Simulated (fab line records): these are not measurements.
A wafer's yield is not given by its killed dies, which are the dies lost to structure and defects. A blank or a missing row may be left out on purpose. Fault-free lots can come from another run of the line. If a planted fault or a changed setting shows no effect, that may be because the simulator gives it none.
Matching of chambers ; flow n5 finfet ; N5_BEOL_M9_PECVD_70 on pecvd-04 has 3 sister chambers
The step deposits SiO2 from TEOS/O2, target thk 20 nm, time 22.7 s. 14 wafers are shown with their chamber, then 7 later ones without.

WAFERS PAIRED WITH THEIR CHAMBERS
wafer;chamber;showerhead plenum p Torr (Torr);heater power w (W);throttle valve pct (%)
L074.2;0;8.83;674;21.7
L074.3;1;8.79;742;22.1
L074.4;2;8.73;771;22.1
L079.1;1;8.80;779;22.2
L079.2;2;8.79;700;22.5
L079.6;1;8.80;765;22.3
L081.2;1;8.80;749;22.0
L081.4;1;8.79;741;22.0
L081.5;0;8.82;599;22.0
L082.4;0;8.81;635;21.8
L082.5;2;8.75;695;22.6
L082.6;1;8.78;786;22.4
L091.2;0;8.82;634;21.8
L091.3;1;8.79;730;22.4

SIGNATURES, as means of the wafers listed above
reading;chamber 0;chamber 1;chamber 2;scatter within a chamber
showerhead plenum p Torr;8.8200;8.7929;8.7567;0.0148
heater power w;635.50;756.00;722.00;28.7
throttle valve pct;21.825;22.200;22.400;0.183
Rule: a wafer lies at a distance from a chamber equal to the root of the sum of squares, over the readings, of (its reading less the chamber's mean, divided by the reading's scatter). The wafer belongs to the nearest chamber; if the next one is less than 2 further off, it can't be placed. The scatter: the root of (the sum of the squares of (reading less its chamber's mean) over the shown wafers, divided by (wafers less chambers)).

WAFERS WITHOUT THEIR CHAMBER
wafer;showerhead plenum p Torr (Torr);heater power w (W);throttle valve pct (%)
L091.6;8.79;727;22.3
L094.1;8.82;671;21.8
L094.2;8.75;625;22.6
L094.4;8.77;627;22.5
L097.1;8.78;761;22.3
L097.4;8.78;774;22.4
L097.5;8.82;597;22.0

WHICH CHAMBER EACH ONE RAN IN
wafer;from the rows above;in truth
L091.6;can't be placed: 1 or 2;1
L094.1;0;0
L094.2;2;2
L094.4;can't be placed: 2 or 0 or 1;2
L097.1;can't be placed: 1 or 2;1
L097.4;can't be placed: 1 or 2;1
L097.5;0;0
Correctly placed: 3 of 7. Cannot be placed on the basis of these rows: 4; the candidates contain the true chamber in 4. Placed wrongly: 0.
